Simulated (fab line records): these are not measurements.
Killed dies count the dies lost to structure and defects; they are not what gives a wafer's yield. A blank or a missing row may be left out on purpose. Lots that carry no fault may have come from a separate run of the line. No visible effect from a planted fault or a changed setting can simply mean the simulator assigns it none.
What tool caused it? / flow n5 finfet / Sampling: 10 lots, 29 wafers, 3 of 1938 route steps

WHAT THE GAUGES READ, wafer by wafer
N5_BEOL_M13_THK_MEAS_01.
lot=L208; measured=day 10 13:06; on=film metro-02; M13_ILD_THK (nm)=839 857 865
lot=L215; measured=day 12 22:32; on=film metro-01; M13_ILD_THK (nm)=820 838 830
lot=L217; measured=day 13 06:58; on=film metro-01; M13_ILD_THK (nm)=828 834 844
lot=L221; measured=day 14 07:10; on=film metro-02; M13_ILD_THK (nm)=818 832 837
lot=L222; measured=day 14 19:23; on=film metro-01; M13_ILD_THK (nm)=843 840 857
lot=L223; measured=day 14 21:52; on=film metro-02; M13_ILD_THK (nm)=838 854 858
lot=L228; measured=day 16 01:14; on=film metro-01; M13_ILD_THK (nm)=843 837 851
lot=L229; measured=day 16 01:13; on=film metro-02; M13_ILD_THK (nm)=859 850
lot=L231; measured=day 16 06:58; on=film metro-01; M13_ILD_THK (nm)=851 846 853
lot=L230; measured=day 16 07:34; on=film metro-01; M13_ILD_THK (nm)=849 851 868

N5_BEOL_M13_OVL_MEAS_11.
lot=L208; measured=day 10 13:26; on=overlay-02; V12_OVL (nm)=15 8 9
lot=L215; measured=day 12 22:59; on=overlay-01; V12_OVL (nm)=9 6 -4
lot=L217; measured=day 13 07:17; on=overlay-01; V12_OVL (nm)=-3 10 0
lot=L221; measured=day 14 07:38; on=overlay-01; V12_OVL (nm)=2 4 0
lot=L222; measured=day 14 19:51; on=overlay-02; V12_OVL (nm)=9 6 9
lot=L223; measured=day 14 22:19; on=overlay-02; V12_OVL (nm)=-4 -11 1
lot=L228; measured=day 16 01:49; on=overlay-02; V12_OVL (nm)=9 -3 1
lot=L229; measured=day 16 01:40; on=overlay-01; V12_OVL (nm)=-15 -8
lot=L231; measured=day 16 07:18; on=overlay-01; V12_OVL (nm)=-13 -3 -7
lot=L230; measured=day 16 07:53; on=overlay-01; V12_OVL (nm)=-12 -8 -10

TOOL THAT RAN EACH LOT (tool first, then ch and the chambers of the sampled wafers, then the start)
lot=L208; N5_BEOL_M12_CMP_49=cmp-03 ch 0,3, day 10 12:29
lot=L215; N5_BEOL_M12_CMP_49=cmp-03 ch 1,2,3, day 12 21:58
lot=L217; N5_BEOL_M12_CMP_49=cmp-04 ch 1,2,3, day 13 06:26
lot=L221; N5_BEOL_M12_CMP_49=cmp-03 ch 1,2, day 14 06:32
lot=L222; N5_BEOL_M12_CMP_49=cmp-01 ch 0,1,3, day 14 18:46
lot=L223; N5_BEOL_M12_CMP_49=cmp-04 ch 1,2,3, day 14 21:18
lot=L228; N5_BEOL_M12_CMP_49=cmp-04 ch 1,2, day 16 00:35
lot=L229; N5_BEOL_M12_CMP_49=cmp-03 ch 0,3, day 16 00:43
lot=L231; N5_BEOL_M12_CMP_49=cmp-04 ch 1,2,3, day 16 06:25
lot=L230; N5_BEOL_M12_CMP_49=cmp-03 ch 1,2, day 16 06:55
- N5_BEOL_M12_CMP_49: polishes, stops on SiOC, t overpolish 20.6 s, target thk 320 nm.

WHAT THE TOOLS THEMSELVES READ (means of the sampled wafers that have a number; where no wafer has one, the mark that the record gives instead)
N5_BEOL_M12_CMP_49.
lot=L208; tool=cmp-03; barrier field endpoint s (s)=29.4; clearing platen down force psi (psi)=1.4994; motor current A (A)=6.3; overpolish run s (s)=20.598; platen rpm (rpm)=49.97; slurry flow ml min=150.6
lot=L215; tool=cmp-03; barrier field endpoint s (s)=30.4; clearing platen down force psi (psi)=1.4977; motor current A (A)=6.2; overpolish run s (s)=20.598; platen rpm (rpm)=50.00; slurry flow ml min=149.1
lot=L217; tool=cmp-04; barrier field endpoint s (s)=29.4; clearing platen down force psi (psi)=1.4991; motor current A (A)=6.2; overpolish run s (s)=20.595; platen rpm (rpm)=49.99; slurry flow ml min=150.0
lot=L221; tool=cmp-03; barrier field endpoint s (s)=30.1; clearing platen down force psi (psi)=1.5002; motor current A (A)=5.8; overpolish run s (s)=20.601; platen rpm (rpm)=50.00; slurry flow ml min=150.4
lot=L222; tool=cmp-01; barrier field endpoint s (s)=30.3; clearing platen down force psi (psi)=1.5015; motor current A (A)=5.8; overpolish run s (s)=20.601; platen rpm (rpm)=50.00; slurry flow ml min=149.7
lot=L223; tool=cmp-04; barrier field endpoint s (s)=29.7; clearing platen down force psi (psi)=1.4991; motor current A (A)=6.0; overpolish run s (s)=20.599; platen rpm (rpm)=50.01; slurry flow ml min=150.4
lot=L228; tool=cmp-04; barrier field endpoint s (s)=31.3; clearing platen down force psi (psi)=1.4980; motor current A (A)=5.9; overpolish run s (s)=20.603; platen rpm (rpm)=50.03; slurry flow ml min=149.9
lot=L229; tool=cmp-03; barrier field endpoint s (s)=31.1; clearing platen down force psi (psi)=1.5010; motor current A (A)=5.8; overpolish run s (s)=20.599; platen rpm (rpm)=50.00; slurry flow ml min=150.1
lot=L231; tool=cmp-04; barrier field endpoint s (s)=31.1; clearing platen down force psi (psi)=1.4979; motor current A (A)=6.3; overpolish run s (s)=20.591; platen rpm (rpm)=49.99; slurry flow ml min=150.4
lot=L230; tool=cmp-03; barrier field endpoint s (s)=31.2; clearing platen down force psi (psi)=1.5005; motor current A (A)=5.6; overpolish run s (s)=20.583; platen rpm (rpm)=50.00; slurry flow ml min=150.4

THE ANSWER, worked out from the rows above alone
Rule: what is usual is taken from the lots themselves. The widest of any qualifying gaps counts: lots, ordered by their means at a reading, are off when they make up no more than a third of the lots, leave a main group of 4 or more, and stand apart from it by 3 or more times the standard deviation of that group's means. A main group is skipped when, at the precision printed for the reading in the tables above, its means are all equal. Also off: a lot with no number at a reading for which 4 or more lots have one. All remaining lots with rows at the step are treated as sound. The gauges are gone through in route order, then the tools' own readings, and for those a lot's mean is taken as printed above. At the first step where some lot is off, the reading lying furthest off is the one used; lots without a number count as furthest.
Across all readings shown, no lot is off: no conclusion can be drawn from this.

WHAT WAS PUT IN BY THE SIMULATOR
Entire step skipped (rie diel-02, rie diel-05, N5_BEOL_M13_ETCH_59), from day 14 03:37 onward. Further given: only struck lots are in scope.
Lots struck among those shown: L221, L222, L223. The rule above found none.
